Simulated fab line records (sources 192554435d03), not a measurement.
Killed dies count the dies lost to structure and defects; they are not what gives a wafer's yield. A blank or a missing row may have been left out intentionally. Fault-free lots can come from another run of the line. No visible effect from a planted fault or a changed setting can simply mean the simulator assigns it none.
fab line records	flow n5Finfet
record lots=7	wafers=39
route steps=1938 shown BEOL_M5@1112 BEOL_M7@1263 BEOL_M12@1616
startH: start of the lot's first displayed wafer, in hours after the record's first day	waitH: time in hours since the lot's previous step	" unchanged from the row above	L1.1+2: a single row standing in for several wafers	- no value, or no start was given	* or withheld: withheld	< > ~ a bound
route shown NAME@n: a module of which the file shows steps, and the number in the route of the first	usual: mean and standard deviation over wafers with no fault	same: alike in all rows	chamber/n: place in a boat	sites: the reading at each site	_std_site: the values' standard deviation	_edge_site: mean of outer sites minus mean of inner sites	radiusMm: how far each site lies from the wafer's centre	mask NAME#n: copy n	behind: tool/chamber where the wafer was last shaped	hold: cause of the lot's hold/its duration in hours/its outcome	device: transistor that didn't switch, given as n, p or np	end of line: tests run on the same wafers once the route is complete	a step given without rows: its recipe and nothing more	killed: the dies lost at the first sort to structure and to defects; this is not the yield of the wafer	map: shows each die of a wafer: x if killed, . if not, _ if none is there
set.NAME: the setting that was run; set.NAME@STEP: the one run at that earlier step	model.NAME: the simulator's own value behind a step, which no gauge read
lots where settings were altered on purpose, with a table for each step and a row for each wafer
## steps
# step N5_BEOL_M5_ILD_DEP_00
# recipe material=SiCOH_lowk	targetThkA=1406.4	tempC=300	precursor=DEMS/porogen	pressureTorr=5	rfW=500	timeS=25.9
lot.wafer	tool	chamber	startH	waitH	set.targetThkA	model.SiCOH_lowk_of_BEOL_M5_ILD_DEP_00.thkNm
L080.1	pecvd-04	2	220.59	0.8	1406.4	138.6
L080.2	"	0	"	"	1113	113.4
L080.3	"	1	"	"	1113	111.8
L080.4	"	0	"	"	1113	116.4
L080.5	"	1	"	"	1406.4	141.4
L080.6	"	2	"	"	1406.4	141.6
L082.2	pecvd-02	1	229.24	0.7	1406.4	141
L082.4	"	1	"	"	1406.4	142.2
L082.6	"	1	"	"	1406.4	142
L087.1	pecvd-04	2	287.56	0.8	1406.4	140.8
L087.2	"	1	"	"	1406.4	140.6
L087.3	"	0	"	"	855.5	87.2
L087.4	"	1	"	"	855.5	87.8
L087.5	"	2	"	"	855.5	85.6
L087.6	"	0	"	"	1406.4	143.8
L090.1+3	pecvd-04	2,1	296.65	0.8	1406.4	139.6
L090.2	"	0	"	"	1663	166.8
L090.4	"	1	"	"	1406.4	142.6
L090.5	"	0	"	"	1663	169.8
L090.6	"	2	"	"	1663	167.4
L091.1	pecvd-04	1	332.87	0.8	1406.4	141
L091.2	"	2	"	"	812.7	83.6
L091.3	"	0	"	"	1406.4	142.6
L091.4	"	2	"	"	1406.4	143.8
L091.5	"	1	"	"	812.7	84.2
L091.6	"	0	"	"	812.7	86.4
L094.1	pecvd-02	2	346.47	0.8	1721	169
L094.2	"	0	"	"	1721	173.4
L094.3	"	1	"	"	1406.4	138.2
L094.4	"	0	"	"	1406.4	144.2
L094.5	"	1	"	"	1721	172.6
L094.6	"	2	"	"	1406.4	140.4
L095.1	pecvd-01	0	357.40	0.8	1406.4	138.4
L095.2	"	2	"	"	1406.4	140.4
L095.3	"	1	"	"	1406.4	136.8
L095.4	"	1	"	"	1406.4	139.6
L095.5	"	0	"	"	1406.4	138.8
L095.6	"	2	"	"	1406.4	141.4
# step N5_BEOL_M5_CURE_79
# recipe tempC=385	timeS=240	ambient=He/Ar	material=SiCOH_lowk
lot.wafer	tool	chamber	startH	waitH	set.targetThkA@BEOL_M5_ILD_DEP_00	model.SiCOH_lowk_of_BEOL_M5_ILD_DEP_00.thkNm
L080.1	uvCure-02	1	220.65	0.0	1406.4	119.2
L080.2	"	1	"	"	1113	97.4
L080.3	"	1	"	"	1113	96
L080.4	"	1	"	"	1113	100
L080.5	"	1	"	"	1406.4	121.6
L080.6	"	1	"	"	1406.4	121.8
L082.2	uvCure-03	2	229.44	0.2	1406.4	121.2
L082.4	"	2	"	"	1406.4	122.4
L082.6	"	2	"	"	1406.4	122.2
L087.1	uvCure-03	1	287.62	0.0	1406.4	121.2
L087.2	"	1	"	"	1406.4	121
L087.3	"	1	"	"	855.5	74.8
L087.4	"	1	"	"	855.5	75.4
L087.5	"	1	"	"	855.5	73.4
L087.6	"	1	"	"	1406.4	123.8
L090.1	uvCure-01	2	296.71	0.0	1406.4	120.2
L090.2	"	2	"	"	1663	143.6
L090.3	"	2	"	"	1406.4	120
L090.4	"	2	"	"	1406.4	122.6
L090.5	"	2	"	"	1663	146.4
L090.6	"	2	"	"	1663	144.2
L091.1	uvCure-02	0	332.93	0.0	1406.4	121.2
L091.2	"	0	"	"	812.7	71.6
L091.3	"	0	"	"	1406.4	122.6
L091.4	"	0	"	"	1406.4	123.8
L091.5	"	0	"	"	812.7	72.2
L091.6	"	0	"	"	812.7	74.2
L094.1	uvCure-02	0	346.53	0.0	1721	145.6
L094.2	"	0	"	"	1721	149.4
L094.3	"	0	"	"	1406.4	119
L094.4	"	0	"	"	1406.4	124.2
L094.5	"	0	"	"	1721	148.8
L094.6	"	0	"	"	1406.4	120.8
L095.1	uvCure-03	0	357.46	0.0	1406.4	119
L095.2	"	0	"	"	1406.4	120.8
L095.3	"	0	"	"	1406.4	117.6
L095.4	"	0	"	"	1406.4	120
L095.5	"	0	"	"	1406.4	119.4
L095.6	"	0	"	"	1406.4	121.6
# step N5_BEOL_M5_THK_MEAS_01
# recipe reads=SiCOH_lowk_of_BEOL_M5_ILD_DEP_00
# usual M5_ILD_THK=121.6/2.2
lot.wafer	tool	chamber	startH	waitH	set.targetThkA@BEOL_M5_ILD_DEP_00	M5_ILD_THK[nm]
L080.1	filmMetro-02	-	221.17	0.4	1406.4	119.3
L080.2	"	-	"	"	1113	97.3
L080.3	"	-	"	"	1113	96.0
L080.4	"	-	"	"	1113	99.8
L080.5	"	-	"	"	1406.4	121.7
L080.6	"	-	"	"	1406.4	121.8
L082.2	filmMetro-01	-	229.87	0.4	1406.4	121.2
L082.4	"	-	"	"	1406.4	122.3
L082.6	"	-	"	"	1406.4	122.2
L087.1	filmMetro-01	-	288.13	0.4	1406.4	121.1
L087.2	"	-	"	"	1406.4	121.1
L087.3	"	-	"	"	855.5	74.8
L087.4	"	-	"	"	855.5	75.4
L087.5	"	-	"	"	855.5	73.3
L087.6	"	-	"	"	1406.4	123.6
L090.1	filmMetro-01	-	297.23	0.4	1406.4	120.3
L090.2	"	-	"	"	1663	143.6
L090.3	"	-	"	"	1406.4	120.0
L090.4	"	-	"	"	1406.4	122.8
L090.5	"	-	"	"	1663	146.4
L090.6	"	-	"	"	1663	144.2
L091.1	filmMetro-02	-	333.44	0.4	1406.4	121.3
L091.2	"	-	"	"	812.7	71.7
L091.3	"	-	"	"	1406.4	122.7
L091.4	"	-	"	"	1406.4	123.7
L091.5	"	-	"	"	812.7	72.2
L091.6	"	-	"	"	812.7	74.1
L094.1	filmMetro-02	-	347.04	0.4	1721	145.6
L094.2	"	-	"	"	1721	149.5
L094.3	"	-	"	"	1406.4	118.9
L094.4	"	-	"	"	1406.4	124.1
L094.5	"	-	"	"	1721	148.9
L094.6	"	-	"	"	1406.4	120.8
L095.1	filmMetro-02	-	357.98	0.4	1406.4	119.0
L095.2	"	-	"	"	1406.4	120.8
L095.3	"	-	"	"	1406.4	117.6
L095.4	"	-	"	"	1406.4	120.0
L095.5	"	-	"	"	1406.4	119.4
L095.6	"	-	"	"	1406.4	121.7
# step N5_BEOL_M7_ILD_DEP_00
# recipe material=SiCOH_lowk	targetThkA=1797.5	tempC=300	precursor=DEMS/porogen	pressureTorr=5	rfW=500	timeS=33.4
lot.wafer	tool	chamber	startH	waitH	set.targetThkA	model.SiCOH_lowk_of_BEOL_M7_ILD_DEP_00.thkNm
L080.1	pecvd-01	2	246.06	0.0	2750	270.6
L080.2	"	0	"	"	1797.5	179.8
L080.3	"	1	"	"	2750	268.2
L080.4	"	0	"	"	1797.5	179.4
L080.5	"	1	"	"	1797.5	177.2
L080.6	"	2	"	"	2750	274
L082.2+4	pecvd-01	0,2	246.51	0.0	1797.5	179
L082.6	"	1	"	"	1797.5	177.2
L087.1	pecvd-01	1	310.36	0.0	1797.5	178.4
L087.2	"	0	"	"	1797.5	179.8
L087.3	"	2	"	"	1797.5	179.2
L087.4	"	1	"	"	1797.5	181.2
L087.5	"	0	"	"	1797.5	183.6
L087.6	"	2	"	"	1797.5	181.6
L090.1	pecvd-01	1	316.37	0.0	2664	263
L090.2	"	0	"	"	1797.5	178.6
L090.3	"	2	"	"	1797.5	177
L090.4	"	1	"	"	1797.5	180.4
L090.5	"	2	"	"	2664	268.2
L090.6	"	0	"	"	2664	267.8
L091.1	pecvd-03	0	357.32	0.0	1797.5	177
L091.2	"	2	"	"	2304	230.6
L091.3	"	1	"	"	2304	232.2
L091.4	"	0	"	"	1797.5	178.6
L091.5	"	1	"	"	1797.5	185
L091.6	"	2	"	"	2304	233
L094.1	pecvd-02	2	367.43	0.0	1797.5	181.8
L094.2	"	1	"	"	1431	145.2
L094.3	"	0	"	"	1797.5	181
L094.4	"	2	"	"	1431	145.8
L094.5	"	1	"	"	1797.5	182.8
L094.6	"	0	"	"	1431	146.8
L095.1	pecvd-01	1	382.16	0.0	2319	225.2
L095.2	"	2	"	"	2319	229.8
L095.3	"	0	"	"	1797.5	176
L095.4	"	1	"	"	1797.5	178.2
L095.5	"	2	"	"	2319	232.2
L095.6	"	0	"	"	1797.5	179
# step N5_BEOL_M7_CURE_74
# recipe tempC=385	timeS=240	ambient=He/Ar	material=SiCOH_lowk
lot.wafer	tool	chamber	startH	waitH	set.targetThkA@BEOL_M7_ILD_DEP_00	model.SiCOH_lowk_of_BEOL_M7_ILD_DEP_00.thkNm
L080.1	uvCure-03	2	246.12	0.0	2750	234.6
L080.2	"	2	"	"	1797.5	155
L080.3	"	2	"	"	2750	232.4
L080.4	"	2	"	"	1797.5	154.8
L080.5	"	2	"	"	1797.5	152.8
L080.6	"	2	"	"	2750	237.4
L082.2+4	uvCure-02	2	246.76	0.2	1797.5	154.4
L082.6	"	2	"	"	1797.5	152.8
L087.1	uvCure-02	1	310.43	0.0	1797.5	153.8
L087.2	"	1	"	"	1797.5	155
L087.3	"	1	"	"	1797.5	154.4
L087.4	"	1	"	"	1797.5	156.2
L087.5	"	1	"	"	1797.5	158.4
L087.6	"	1	"	"	1797.5	156.6
L090.1	uvCure-03	0	316.44	0.0	2664	228
L090.2	"	0	"	"	1797.5	154
L090.3	"	0	"	"	1797.5	152.6
L090.4	"	0	"	"	1797.5	155.6
L090.5	"	0	"	"	2664	232.4
L090.6	"	0	"	"	2664	232.2
L091.1	uvCure-01	0	357.38	0.0	1797.5	152.6
L091.2	"	0	"	"	2304	199.4
L091.3	"	0	"	"	2304	200.8
L091.4	"	0	"	"	1797.5	154
L091.5	"	0	"	"	1797.5	159.6
L091.6	"	0	"	"	2304	201.6
L094.1	uvCure-02	2	367.49	0.0	1797.5	156.8
L094.2	"	2	"	"	1431	125
L094.3	"	2	"	"	1797.5	156.2
L094.4	"	2	"	"	1431	125.4
L094.5	"	2	"	"	1797.5	157.6
L094.6	"	2	"	"	1431	126.2
L095.1	uvCure-03	1	382.22	0.0	2319	194.8
L095.2	"	1	"	"	2319	198.8
L095.3	"	1	"	"	1797.5	151.8
L095.4	"	1	"	"	1797.5	153.6
L095.5	"	1	"	"	2319	200.8
L095.6	"	1	"	"	1797.5	154.4
# step N5_BEOL_M7_THK_MEAS_01
# recipe reads=SiCOH_lowk_of_BEOL_M7_ILD_DEP_00
# usual M7_ILD_THK=154.8/2.3
lot.wafer	tool	chamber	startH	waitH	set.targetThkA@BEOL_M7_ILD_DEP_00	M7_ILD_THK[nm]
L080.1	filmMetro-02	-	246.64	0.4	2750	234.7
L080.2	"	-	"	"	1797.5	154.8
L080.3	"	-	"	"	2750	232.6
L080.4	"	-	"	"	1797.5	154.9
L080.5	"	-	"	"	1797.5	152.8
L080.6	"	-	"	"	2750	237.4
L082.2	filmMetro-02	-	247.19	0.4	1797.5	154.3
L082.4	"	-	"	"	1797.5	154.3
L082.6	"	-	"	"	1797.5	153.0
L087.1	filmMetro-02	-	310.94	0.4	1797.5	153.8
L087.2	"	-	"	"	1797.5	155.1
L087.3	"	-	"	"	1797.5	154.3
L087.4	"	-	"	"	1797.5	156.3
L087.5	"	-	"	"	1797.5	158.4
L087.6	"	-	"	"	1797.5	156.5
L090.1	filmMetro-01	-	316.95	0.4	2664	228.1
L090.2	"	-	"	"	1797.5	154.1
L090.3	"	-	"	"	1797.5	152.5
L090.4	"	-	"	"	1797.5	155.7
L090.5	"	-	"	"	2664	232.5
L090.6	"	-	"	"	2664	232.2
L091.1	filmMetro-01	-	358.38	0.8	1797.5	152.5
L091.2	"	-	"	"	2304	199.4
L091.3	"	-	"	"	2304	200.9
L091.4	"	-	"	"	1797.5	154.0
L091.5	"	-	"	"	1797.5	159.4
L091.6	"	-	"	"	2304	201.4
L094.1	filmMetro-01	-	368.01	0.4	1797.5	156.7
L094.2	"	-	"	"	1431	125.0
L094.3	"	-	"	"	1797.5	156.3
L094.4	"	-	"	"	1431	125.5
L094.5	"	-	"	"	1797.5	157.8
L094.6	"	-	"	"	1431	126.2
L095.1	filmMetro-02	-	382.73	0.4	2319	194.7
L095.2	"	-	"	"	2319	198.7
L095.3	"	-	"	"	1797.5	151.6
L095.4	"	-	"	"	1797.5	153.7
L095.5	"	-	"	"	2319	200.8
L095.6	"	-	"	"	1797.5	154.3
# step N5_BEOL_M12_ETCH_59
# recipe chemistry=N2/H2	target=BARC	targetDepthA=890	overetchA=267	timeS=67.9	ionEnergyEv=200	pressureMtorr=30	sourceW=840	biasW=150	n2FlowSccm=200	h2FlowSccm=200
lot.wafer	tool	chamber	startH	waitH	set.targetDepthA	model.coat_of_BEOL_M12_COAT_04.thkNm
L082.2+4	rieDiel-03	0,3	292.19	0.0	890	319.2
L082.6	"	1	"	"	890	321.6
L080.1	rieDiel-03	3	292.57	0.0	890	317.6
L080.2	"	0	"	"	890	319.6
L080.3	"	1	"	"	890	323.2
L080.4	"	2	"	"	890	321.4
L080.5	"	0	"	"	890	319.4
L080.6	"	3	"	"	890	318.4
L087.1	rieDiel-03	3	346.64	0.0	890	311.4
L087.2	"	2	"	"	356.9	347.8
L087.3	"	1	"	"	356.9	347
L087.4	"	0	"	"	890	316.2
L087.5	"	2	"	"	890	318.4
L087.6	"	3	"	"	356.9	344.8
L090.1+3	rieDiel-04	1,0	361.89	0.0	890	318
L090.2	"	3	"	"	890	320.2
L090.4	"	2	"	"	890	314
L090.5	"	3	"	"	890	322.4
L090.6	"	2	"	"	890	313.8
L091.1	rieDiel-02	1	398.90	0.0	603.5	335.8
L091.2	"	0	"	"	890	321
L091.3	"	0	"	"	890	321.2
L091.4	"	1	"	"	890	319.2
L091.5	"	1	"	"	603.5	334.8
L091.6	"	0	"	"	603.5	336.6
L094.1	rieDiel-04	3	409.01	0.0	1107	307.4
L094.2	"	2	"	"	1107	299.4
L094.3	"	1	"	"	890	317
L094.4	"	0	"	"	890	316.6
L094.5	"	2	"	"	890	313
L094.6	"	3	"	"	1107	307
L095.1	rieDiel-04	2	433.61	0.0	890	312
L095.2	"	1	"	"	890	318
L095.3	"	0	"	"	890	316.6
L095.4	"	3	"	"	890	319.4
L095.5	"	2	"	"	890	312.8
L095.6	"	1	"	"	890	317.6
# step N5_BEOL_M12_VIA_ETCH_16
# recipe chemistry=C4F8/O2/Ar	target=SiOC	pressureMtorr=30	sourceW=3000	biasW=700	Ar_flow_sccm=400	C4F8_flow_sccm=15	O2_flow_sccm=8	heInnerTorr=15	heOuterTorr=30	targetDepthA=7248	timeS=withheld	ionEnergyEv=250	ends=cleared
lot.wafer	tool	chamber	startH	waitH	set.targetDepthA@BEOL_M12_ETCH_59	model.coat_of_BEOL_M12_COAT_04.thkNm
L082.2	rieDiel-03	0	292.24	0.0	890	129.8
L082.4	"	3	"	"	890	127.6
L082.6	"	1	"	"	890	128.6
L080.1	rieDiel-03	3	292.62	0.0	890	122.6
L080.2	"	0	"	"	890	130.6
L080.3	"	1	"	"	890	125
L080.4	"	2	"	"	890	126.8
L080.5	"	0	"	"	890	124
L080.6	"	3	"	"	890	119.8
L087.1	rieDiel-03	3	346.69	0.0	890	118
L087.2	"	2	"	"	356.9	153.8
L087.3	"	1	"	"	356.9	152
L087.4+5	"	0,2	"	"	890	121.4
L087.6	"	3	"	"	356.9	145.8
L090.1	rieDiel-04	1	361.94	0.0	890	125.8
L090.2	"	3	"	"	890	128.4
L090.3	"	0	"	"	890	127.4
L090.4	"	2	"	"	890	118.2
L090.5	"	3	"	"	890	127
L090.6	"	2	"	"	890	119.4
L091.1+6	rieDiel-02	1,0	398.98	0.1	603.5	142.6
L091.2	"	0	"	"	890	132
L091.3	"	0	"	"	890	124.8
L091.4	"	1	"	"	890	127
L091.5	"	1	"	"	603.5	135.4
L094.1	rieDiel-04	3	409.06	0.0	1107	109.4
L094.2	"	2	"	"	1107	106.4
L094.3	"	1	"	"	890	120.8
L094.4	"	0	"	"	890	116.6
L094.5	"	2	"	"	890	119.2
L094.6	"	3	"	"	1107	106.8
L095.1	rieDiel-04	2	433.67	0.0	890	117.6
L095.2	"	1	"	"	890	126.8
L095.3	"	0	"	"	890	123
L095.4	"	3	"	"	890	120.2
L095.5	"	2	"	"	890	118.4
L095.6	"	1	"	"	890	122
# step N5_BEOL_M12_STRIP_63
# recipe chemistry=N2/H2	powerW=1000	tempC=250	h2Frac=0.65	overashFraction=0.3	pressureMtorr=1000	n2FlowSccm=1750	h2FlowSccm=3250
# usual stripTimeToEndpointS=42.7/1.1
lot.wafer	tool	chamber	startH	waitH	set.targetDepthA@BEOL_M12_ETCH_59	stripTimeToEndpointS
L082.2	plasmaAsher-02	1	292.44	-	890	44.3
L082.4	"	0	"	"	890	43.8
L082.6	"	0	"	"	890	44.0
L080.1	plasmaAsher-02	0	292.82	-	890	42.4
L080.2	"	1	"	"	890	44.5
L080.3	"	1	"	"	890	43.0
L080.4	"	0	"	"	890	43.5
L080.5	"	1	"	"	890	42.8
L080.6	"	0	"	"	890	41.6
L087.1	plasmaAsher-02	0	347.06	-	890	41.1
L087.2	"	1	"	"	356.9	50.7
L087.3	"	1	"	"	356.9	50.2
L087.4	"	0	"	"	890	42.0
L087.5	"	0	"	"	890	42.1
L087.6	"	1	"	"	356.9	48.6
L090.1	plasmaAsher-01	0	362.14	-	890	43.3
L090.2	"	1	"	"	890	43.9
L090.3	"	0	"	"	890	43.7
L090.4	"	1	"	"	890	41.2
L090.5	"	0	"	"	890	43.6
L090.6	"	1	"	"	890	41.5
L091.1	plasmaAsher-01	1	399.27	-	603.5	47.7
L091.2	"	0	"	"	890	44.9
L091.3	"	1	"	"	890	43.0
L091.4	"	0	"	"	890	43.5
L091.5	"	0	"	"	603.5	45.8
L091.6	"	1	"	"	603.5	47.7
L094.1	plasmaAsher-01	1	409.29	-	1107	38.8
L094.2	"	0	"	"	1107	38.0
L094.3	"	1	"	"	890	41.9
L094.4	"	0	"	"	890	40.7
L094.5	"	0	"	"	890	41.4
L094.6	"	1	"	"	1107	38.1
L095.1	plasmaAsher-02	0	433.87	-	890	41.0
L095.2	"	1	"	"	890	43.5
L095.3	"	0	"	"	890	42.5
L095.4	"	1	"	"	890	41.7
L095.5	"	0	"	"	890	41.3
L095.6	"	1	"	"	890	42.2
## key
split step=N5_BEOL_M5_ILD_DEP_00	setting=targetThkA	stated=1406.4	by=wafer
response step=N5_BEOL_M5_ILD_DEP_00	reading=model.SiCOH_lowk_of_BEOL_M5_ILD_DEP_00.thkNm	change=+1.38	per=1%	r=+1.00
response step=N5_BEOL_M5_CURE_79	reading=model.SiCOH_lowk_of_BEOL_M5_ILD_DEP_00.thkNm	change=+1.19	per=1%	r=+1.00
response step=N5_BEOL_M5_THK_MEAS_01	reading=M5_ILD_THK	change=+1.2	per=1%	r=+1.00
split step=N5_BEOL_M7_ILD_DEP_00	setting=targetThkA	stated=1797.5	by=wafer
response step=N5_BEOL_M7_ILD_DEP_00	reading=model.SiCOH_lowk_of_BEOL_M7_ILD_DEP_00.thkNm	change=+1.78	per=1%	r=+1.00
response step=N5_BEOL_M7_CURE_74	reading=model.SiCOH_lowk_of_BEOL_M7_ILD_DEP_00.thkNm	change=+1.56	per=1%	r=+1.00
response step=N5_BEOL_M7_THK_MEAS_01	reading=M7_ILD_THK	change=+1.56	per=1%	r=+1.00
split step=N5_BEOL_M12_ETCH_59	setting=targetDepthA	stated=890	by=wafer
response step=N5_BEOL_M12_ETCH_59	reading=model.coat_of_BEOL_M12_COAT_04.thkNm	change=-0.503	per=1%	r=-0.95
response step=N5_BEOL_M12_VIA_ETCH_16	reading=model.coat_of_BEOL_M12_COAT_04.thkNm	change=-0.476	per=1%	r=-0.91
response step=N5_BEOL_M12_STRIP_63	reading=stripTimeToEndpointS	change=*	per=1%	r=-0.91
